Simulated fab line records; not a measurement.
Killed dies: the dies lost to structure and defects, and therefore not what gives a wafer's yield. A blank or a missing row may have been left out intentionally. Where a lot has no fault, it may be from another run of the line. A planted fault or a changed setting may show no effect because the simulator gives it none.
Matching of chambers :: flow nandHarc :: NHARC_A_ZERO_WELL_ETCH_19 on rieDiel-04 has 4 sister chambers
The step etches the open film in N2/H2, target depth 80 nm, overetch 24 nm, time 87.88 s. 8 wafers are shown with their chamber, then 7 later ones without.

## WAFERS PAIRED WITH THEIR CHAMBERS
wafer: L279.6
chamber: 3
rfVppV (V): 429
throttleValvePct (%): 14.175

wafer: L281.2
chamber: 1
rfVppV (V): 435
throttleValvePct (%): 14.199

wafer: L281.5
chamber: 2
rfVppV (V): 427
throttleValvePct (%): 14.161

wafer: L284.2
chamber: 1
rfVppV (V): 435
throttleValvePct (%): 14.168

wafer: L284.3
chamber: 0
rfVppV (V): 426
throttleValvePct (%): 14.158

wafer: L284.5
chamber: 0
rfVppV (V): 427
throttleValvePct (%): 14.164

wafer: L286.2
chamber: 2
rfVppV (V): 428
throttleValvePct (%): 14.160

wafer: L286.4
chamber: 3
rfVppV (V): 429
throttleValvePct (%): 14.174

## WAFERS WHOSE CHAMBER IS MISSING
wafer: L286.5
rfVppV (V): 435
throttleValvePct (%): 14.167

wafer: L287.2
rfVppV (V): 435
throttleValvePct (%): 14.170

wafer: L287.4
rfVppV (V): 427
throttleValvePct (%): 14.179

wafer: L287.6
rfVppV (V): 428
throttleValvePct (%): 14.151

wafer: L289.1
rfVppV (V): 435
throttleValvePct (%): 14.155

wafer: L289.2
rfVppV (V): 427
throttleValvePct (%): 14.165

wafer: L289.5
rfVppV (V): 429
throttleValvePct (%): 14.161

## THE CHAMBER EACH PASSED THROUGH
wafer: L286.5
from the rows above: 1
in truth: 1

wafer: L287.2
from the rows above: 1
in truth: 1

wafer: L287.4
from the rows above: can't be placed: 0 or 2
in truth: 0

wafer: L287.6
from the rows above: can't be placed: 2 or 3 or 0
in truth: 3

wafer: L289.1
from the rows above: 1
in truth: 1

wafer: L289.2
from the rows above: can't be placed: 0 or 2
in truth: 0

wafer: L289.5
from the rows above: can't be placed: 3 or 2
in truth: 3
Correctly placed: 3 of 7. From these rows, 4 cannot be placed; in 4 the true chamber is one of the candidates. 0 placed wrongly.
How it was worked out, from the rows above alone: a wafer's distance from a chamber is the root of the sum, over the readings, of the square of ((its reading less the chamber's mean) divided by the reading's scatter). If the next closest chamber is less than 2 further off than the closest, the wafer can't be placed; otherwise it belongs to the closest. A chamber's mean is the mean of its shown wafers. The scatter: take each reading less its chamber's mean, square it, sum over the shown wafers, divide by the number of wafers less the number of chambers, and take the root.
